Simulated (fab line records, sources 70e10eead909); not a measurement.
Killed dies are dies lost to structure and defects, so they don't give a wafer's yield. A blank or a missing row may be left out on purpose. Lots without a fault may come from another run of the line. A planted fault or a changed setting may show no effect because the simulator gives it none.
Tool commonality check | flow nand_harc | 12 lots, 36 wafers sampled

WHY IT WAS OPENED
At NHARC_END_WLT_00 the reading VT_DECK2_BOTTOM_INNER is flagged on 2 of 12 lots. Wafers without a fault read 0.870, standard deviation 0.0071.
Rule: a lot is flagged when every wafer of it that has a number lies more than 4 standard deviations from that mean, or none has a number. The other lots count as sound.

lot  | measured     | on        | VT_DECK2_BOTTOM_INNER, wafer by wafer | flag
L657 | day 25 01:07 | prober-01 | 0.860 0.864 0.874                     |
L660 | day 25 09:26 | prober-01 | 0.867 0.867 0.880                     |
L659 | day 25 17:15 | prober-01 | 0.871 0.864 0.868                     |
L658 | day 25 17:40 | prober-02 | 0.861 0.866 0.859                     |
L664 | day 28 06:35 | prober-01 | 0.870 0.862 0.872                     |
L665 | day 28 06:35 | prober-02 | 0.872 0.875 0.874                     |
L662 | day 28 14:22 | prober-01 | 0.866 0.862 0.857                     |
L667 | day 28 22:07 | prober-01 | 0.865 0.870 0.874                     |
L669 | day 29 07:28 | prober-02 | 0.868 0.867 0.873                     |
L668 | day 29 19:34 | prober-01 | 0.877 0.876 0.872                     |
L678 | day 33 05:22 | prober-02 | 0.941 0.952 0.942                     | FLAGGED
L680 | day 33 13:09 | prober-02 | 0.950 0.960 0.947                     | FLAGGED
The numbers of the flagged lots are 0.949 on average: +0.079 against the usual, or +11 standard deviations.

WHICH TOOL RAN EACH LOT
The record holds 2 process steps before the reading, out of a route of 1302 steps. In each cell: the tool, then ch and the chambers that the sampled wafers went through, then the start.
lot  | flag    | NHARC_A_CHANNEL_FILL_D2_CVD_05   | NHARC_THIN_TSV_CMP_01
L657 |         | lpcvd_poly-01 ch 0, day 14 12:25 | cmp-01 ch 0,1,2, day 24 11:52
L660 |         | lpcvd_poly-03 ch 0, day 15 14:43 | cmp-02 ch 0,2,3, day 24 16:40
L659 |         | lpcvd_poly-03 ch 0, day 15 20:26 | cmp-04 ch 0,1,2, day 24 17:53
L658 |         | lpcvd_poly-03 ch 0, day 15 14:43 | cmp-04 ch 2,3, day 24 15:24
L664 |         | lpcvd_poly-04 ch 0, day 18 02:19 | cmp-01 ch 0,1,2, day 27 18:18
L665 |         | lpcvd_poly-04 ch 0, day 18 09:43 | cmp-04 ch 0,2,3, day 27 19:32
L662 |         | lpcvd_poly-01 ch 0, day 17 08:04 | cmp-04 ch 1,2,3, day 27 17:04
L667 |         | lpcvd_poly-01 ch 0, day 19 03:16 | cmp-02 ch 0,1,3, day 28 01:45
L669 |         | lpcvd_poly-03 ch 0, day 19 13:25 | cmp-02 ch 1,3, day 28 18:06
L668 |         | lpcvd_poly-03 ch 0, day 19 13:25 | cmp-04 ch 0,1,2, day 29 05:26
L678 | FLAGGED | lpcvd_poly-01 ch 0, day 23 16:23 | cmp-02 ch 1,2,3, day 32 15:42
L680 | FLAGGED | lpcvd_poly-01 ch 0, day 23 19:37 | cmp-02 ch 0,3, day 32 22:36
What these steps do:
- NHARC_A_CHANNEL_FILL_D2_CVD_05: deposits poly-Si, target thk 5 nm.
- NHARC_THIN_TSV_CMP_01: polishes.
- NHARC_END_WLT_00

FLAGGED OVER TOTAL, TOOL BY TOOL (the gauges that took the reading come last)
step                           | tool          | lots run | flagged | share of the flagged lots | sound lots run after its first flagged lot
NHARC_A_CHANNEL_FILL_D2_CVD_05 | lpcvd_poly-01 | 5        | 2       | all                       | 0
NHARC_A_CHANNEL_FILL_D2_CVD_05 | lpcvd_poly-03 | 5        | 0       | none                      | -
NHARC_A_CHANNEL_FILL_D2_CVD_05 | lpcvd_poly-04 | 2        | 0       | none                      | -
NHARC_THIN_TSV_CMP_01          | cmp-01        | 2        | 0       | none                      | -
NHARC_THIN_TSV_CMP_01          | cmp-02        | 5        | 2       | all                       | 0
NHARC_THIN_TSV_CMP_01          | cmp-04        | 5        | 0       | none                      | -
NHARC_END_WLT_00               | prober-01     | 7        | 0       | none                      | -
NHARC_END_WLT_00               | prober-02     | 5        | 2       | all                       | 0

WHAT THE TABLE ALLOWS
3 rows of the table ran every flagged lot: lpcvd_poly-01 at NHARC_A_CHANNEL_FILL_D2_CVD_05, cmp-02 at NHARC_THIN_TSV_CMP_01, prober-02 at NHARC_END_WLT_00.
- lpcvd_poly-01 at NHARC_A_CHANNEL_FILL_D2_CVD_05: 2 of its 5 lots flagged. Its last sound lot is L667 (day 19 03:16), its first flagged lot L678 (day 23 16:23): a fault that began between those two fits.
- cmp-02 at NHARC_THIN_TSV_CMP_01: 2 of its 5 lots flagged. Its last sound lot is L669 (day 28 18:06), its first flagged lot L678 (day 32 15:42): a fault that began between those two fits.
- prober-02 at NHARC_END_WLT_00: 2 of its 5 lots flagged. Its last sound lot is L669 (day 29 07:28), its first flagged lot L678 (day 33 05:22): a fault that began between those two fits.
Counting lots can't tell these 3 tools apart, because each fits a fault that began at some hour. More lots, or a look at what each step does to the wafer, might.

WHAT THE SIMULATOR HAD PUT IN
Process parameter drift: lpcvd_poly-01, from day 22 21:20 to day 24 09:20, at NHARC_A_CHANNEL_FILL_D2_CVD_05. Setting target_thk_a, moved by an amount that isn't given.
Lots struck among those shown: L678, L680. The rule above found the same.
